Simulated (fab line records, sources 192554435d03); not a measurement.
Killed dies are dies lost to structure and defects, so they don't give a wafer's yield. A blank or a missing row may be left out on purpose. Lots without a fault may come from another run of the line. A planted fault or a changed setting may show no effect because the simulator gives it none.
A struck lot beside a sound one | flow n5_finfet | 37 steps out of a route of 1938
Sound: wafers L767.2, L767.5, L767.6. Struck: wafers L778.3, L778.6. (L778.5 of the same lot was not struck and is left out.) The cause comes at the end.
At each step with rows: each side's tool, then ch and its chambers, then its first start. Under that, the readings that differ: sound wafers | struck wafers | difference of the means | sigmas: that difference in standard deviations of wafers without a fault.
alike: readings whose means differ by less than 2 such deviations, and words and numbers that are the same on both sides. not compared: withheld readings, readings that some wafer has no value for, bounds like >300 that may hide the same value, and numbers for which the record gives no deviation and whose values overlap.
The two part at a step that has a row with sigmas, a row that says differs or no value, or rows on one side only. Numbers that don't overlap but have no deviation are shown without sigmas and don't part them. A reading that every wafer of one side lacks parts them only if that side has two wafers or more.

first, 9 steps without rows for these wafers: N5_BEOL_M4_ANNEAL_95 (time 240 s); N5_BEOL_M4_SPUTTER_96 (material Cu, target thk 4.5 nm, time 8.29 s); N5_BEOL_M4_ECD_50 (material Cu, target thk 300 nm); N5_BEOL_M4_ANNEAL_51 (time 90 s); N5_BEOL_M4_CMP_52 (polishes, stops on SiOC, t overpolish 6.8 s, target thk 40 nm); N5_BEOL_M4_PRE_CLEAN_60 (time 15 s); N5_BEOL_M4_CO_CAP_55 (material Co, precursor CCTBA/H2, target thk 2 nm, time 102.1 s); N5_BEOL_M4_PRE_CLEAN_56 (time 15 s); N5_BEOL_M4_DEP_57 (deposits SiCN from 3MS/NH3, target thk 8 nm, time 14 s).
N5_BEOL_M4_RC_MEAS_101:
  sound on prober-01 ch 0, day 9 10:31; struck on prober-02 ch 0, day 12 17:47
  alike: DIBL_N, DIBL_P, IOFF_N, IOFF_P, ION_N, ION_P, SS_N, SS_P, VT_N, VT_P
then, 24 steps without rows for these wafers: N5_BEOL_M5_ILD_DEP_00 (deposits SiCOH lowk from DEMS/porogen, target thk 140.64 nm, time 25.9 s); N5_BEOL_M5_CURE_79 (cures SiCOH lowk, time 240 s); N5_BEOL_M5_PECVD_70 (deposits SiO2 from TEOS/O2, target thk 16 nm, time 18 s); N5_BEOL_M5_HM_DEP_02 (deposits TiN, target thk 20 nm); N5_BEOL_M5_COAT_59 (time 60 s, resist thk 60 nm); N5_BEOL_M5_COAT_60 (time 60 s, resist thk 12 nm); N5_BEOL_M5_COAT_71 (time 60 s, resist thk 5 nm); N5_BEOL_M5_COAT_05 (resist thk 30 nm); N5_BEOL_M5_EBR_07; N5_BEOL_M5_SOFTBAKE_06 (time 60 s); N5_BEOL_M5_EXPOSE_08 (exposes mask M5, target cd 28 nm); N5_BEOL_M5_PEB_09 (peb time 60 s); N5_BEOL_M5_DEVELOP_10 (develop time 30 s); N5_BEOL_M5_DESCUM_16 (chemistry O2, time 7 s); N5_BEOL_M5_ETCH_72 (etches underlayer in N2/H2, target depth 6.5 nm, time 5.2 s); N5_BEOL_M5_ETCH_61 (etches SiARC in CF4, target depth 15.6 nm, time 26 s); N5_BEOL_M5_ETCH_62 (etches SOC in N2/H2, target depth 75 nm, overetch 15 nm, time 112.5 s); N5_BEOL_M5_STRIP_63 (strips in N2/H2); N5_BEOL_M5_STRIP_73 (strips in N2/H2); N5_BEOL_M5_STRIP_64 (strips in CF4); N5_BEOL_M5_HM_OPEN_17 (chemistry Cl2/BCl3, target TiN, target depth 20 nm, overetch 6 nm); N5_BEOL_M5_STRIP_19 (strips in O2); N5_BEOL_M5_COAT_65 (time 60 s, resist thk 60 nm); N5_BEOL_M5_COAT_66 (time 60 s, resist thk 12 nm).
N5_BEOL_M8_HM_OPEN_17: chemistry Cl2/BCl3, target TiN, target depth 20 nm, overetch 6 nm.
  sound on rie_metal-01 ch 0, day 10 20:08; struck on rie_metal-01 ch 0,1, day 14 03:23
  reading                                  | sound             | struck     | difference | sigmas
  model.SOC_of_BEOL_M8_COAT_59.thk_nm (nm) | 92 92.2 92.2      | 95 95      | +3         |
  model.etch.depth_nm (nm)                 | 20.06 19.96 20.16 | 17.65 17.7 | -2.39      |
  alike: bcl3_flow_sccm, drypump_motor_current_A, oes_product_au, rf_fwd_power_W, throttle_valve_pct
  not compared: rf_hours_counter_h
N5_BEOL_M8_OCD_MEAS_38:
  sound on ocd-01, day 10 21:35; struck on ocd-02, day 14 04:44
  reading              | sound          | struck    | difference | sigmas
  trench_depth_nm (nm) | 93.3 93.0 92.3 | 65.9 64.4 | -27.7      | -25
-- the record jumps here: 3 days lie between the struck wafers' starts before and after (it left off in module BEOL_M8 and takes up again in module PASSIVATION, whose first step shown is number 1936 of the route) --
N5_PASSIVATION_PROBE_49:
  sound on prober-01, day 13 11:34; struck on prober-02, day 17 11:38
  reading                  | sound          | struck    | difference | sigmas
  defect_limited_yield (%) | 90.7 90.9 88.6 | 62.1 64.2 | -26.9      | -18
  killed_at_M4_up          | 18 21 21       | 336 311   | +304       | +61
  killed_dies              | 110 107 135    | 447 423   | +318       | +19
  killed_on_rim            | 8 14 20        | 59 88     | +60        | +16
  sort_bin_5_function (%)  | 5.3 5.9 6.4    | 33.7 31.2 | +26.6      | +28
  sort_n_pass              | 1070 1073 1045 | 733 757   | -318       | -19
  sort_yield_pct (%)       | 90.7 90.9 88.6 | 62.1 64.2 | -26.9      | -18
  alike: killed_at_M0_to_M3, killed_at_contacts, killed_at_front_end, killed_at_other, killed_open, killed_short, sort_bin_6_memory

WHERE THEY PART
First at N5_BEOL_M8_OCD_MEAS_38; last, within this record, at N5_PASSIVATION_PROBE_49.

WHY: what the simulator had put in
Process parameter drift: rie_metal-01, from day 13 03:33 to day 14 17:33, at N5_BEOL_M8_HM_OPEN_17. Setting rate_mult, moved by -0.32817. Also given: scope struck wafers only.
